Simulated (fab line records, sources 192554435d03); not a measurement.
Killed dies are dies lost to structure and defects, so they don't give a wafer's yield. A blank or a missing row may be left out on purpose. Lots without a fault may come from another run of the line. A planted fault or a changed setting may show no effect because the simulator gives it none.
Chamber matching | flow n5_finfet | N5_GATE_CUT_CMP_61 on cmp-03: 4 sister chambers
The step polishes, stops on SiNx, t overpolish 3 s. 8 wafers are shown with their chamber, then 10 later ones without.

WAFERS WITH THEIR CHAMBER
wafer  | chamber | motor_current_A (A) | slurry_filter_dp_kPa (kPa)
L079.6 | 2       | 11.2                | 13.59
L085.3 | 0       | 12.8                | 13.50
L085.6 | 0       | 13.0                | 13.41
L086.2 | 1       | 14.3                | 13.50
L086.4 | 3       | 11.5                | 13.39
L086.5 | 2       | 10.9                | 13.60
L088.4 | 3       | 12.0                | 13.49
L088.5 | 1       | 12.4                | 13.50

WAFERS WITHOUT THEIR CHAMBER
wafer  | motor_current_A (A) | slurry_filter_dp_kPa (kPa)
L088.6 | 12.7                | 13.56
L092.2 | 12.7                | 13.61
L092.3 | 11.2                | 13.50
L092.6 | 11.3                | 13.51
L094.1 | 12.9                | 13.60
L094.2 | 11.2                | 13.08
L094.6 | 11.2                | 13.60
L096.2 | 13.4                | 13.38
L096.5 | 13.2                | 13.68
L096.6 | 12.5                | 13.69

WHICH CHAMBER EACH WENT THROUGH
wafer  | from the rows above               | in truth
L088.6 | can't be placed: 1 or 0 or 2 or 3 | 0
L092.2 | can't be placed: 2 or 1 or 0 or 3 | 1
L092.3 | can't be placed: 3 or 2 or 0 or 1 | 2
L092.6 | can't be placed: 3 or 2 or 0 or 1 | 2
L094.1 | can't be placed: 1 or 2 or 0 or 3 | 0
L094.2 | can't be placed: 3 or 0 or 1      | 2
L094.6 | 2                                 | 2
L096.2 | can't be placed: 0 or 1 or 3      | 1
L096.5 | can't be placed: 2 or 1 or 0 or 3 | 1
L096.6 | can't be placed: 2 or 1           | 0
Placed correctly: 1 of 10. Can't be placed from these rows: 9 (the true chamber is among the candidates in 7). Placed wrongly: 0.
How it was worked out, from the rows above alone: a wafer's distance from a chamber is the root of the sum, over the readings, of the square of ((its reading less the chamber's mean) divided by the reading's scatter). The wafer belongs to the nearest chamber; if the next one is less than 2 further off, it can't be placed. A chamber's mean is the mean of its shown wafers. The scatter: the root of (the sum of the squares of (reading less its chamber's mean) over the shown wafers, divided by (wafers less chambers)).
